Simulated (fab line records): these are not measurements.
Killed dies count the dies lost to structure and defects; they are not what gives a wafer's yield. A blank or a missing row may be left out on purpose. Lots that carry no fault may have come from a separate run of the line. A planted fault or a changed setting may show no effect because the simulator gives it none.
Chamber matching -- flow n5Finfet -- aldMetal-02 running N5_BEOL_M11_ALD_74: 4 sister chambers
The step deposits TaN, target thk 2 nm, pulse time 2 s, purge time 3 s. 4 wafers are shown with their chamber, then 12 later ones without.

## EACH WAFER AND ITS CHAMBER
wafer,chamber,heaterPowerW (W)
L087.1,3,419
L087.6,0,496
L089.2,2,438
L089.5,1,406

## WAFERS WITH NO CHAMBER GIVEN
wafer,heaterPowerW (W)
L090.1,409
L090.4,425
L090.5,412
L093.3,422
L093.5,452
L093.6,404
L092.1,422
L092.3,414
L092.5,443
L097.2,421
L097.4,413
L097.6,417

## EACH ONE'S CHAMBER
wafer,from the rows above,in truth
L090.1,can't be placed: 1 or 3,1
L090.4,can't be placed: 3 or 2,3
L090.5,can't be placed: 1 or 3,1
L093.3,3,3
L093.5,2,2
L093.6,1,1
L092.1,3,3
L092.3,can't be placed: 3 or 1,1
L092.5,2,2
L097.2,3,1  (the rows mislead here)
L097.4,can't be placed: 3 or 1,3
L097.6,can't be placed: 3 or 1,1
5 of 12 placed correctly. Can't be placed from these rows: 6 (the true chamber is among the candidates in 6). 1 placed wrongly.
How it was worked out, from the rows above alone: a wafer's distance from a chamber is the root of the sum, over the readings, of the square of ((its reading less the chamber's mean) divided by the reading's scatter). The wafer belongs to the nearest chamber; if the next one is less than 2 further off, it can't be placed. Each chamber's mean is taken over the wafers shown for it. The scatter: with one shown wafer a chamber, the root of the mean of the squares of how far each hidden wafer lies from its nearest shown one.
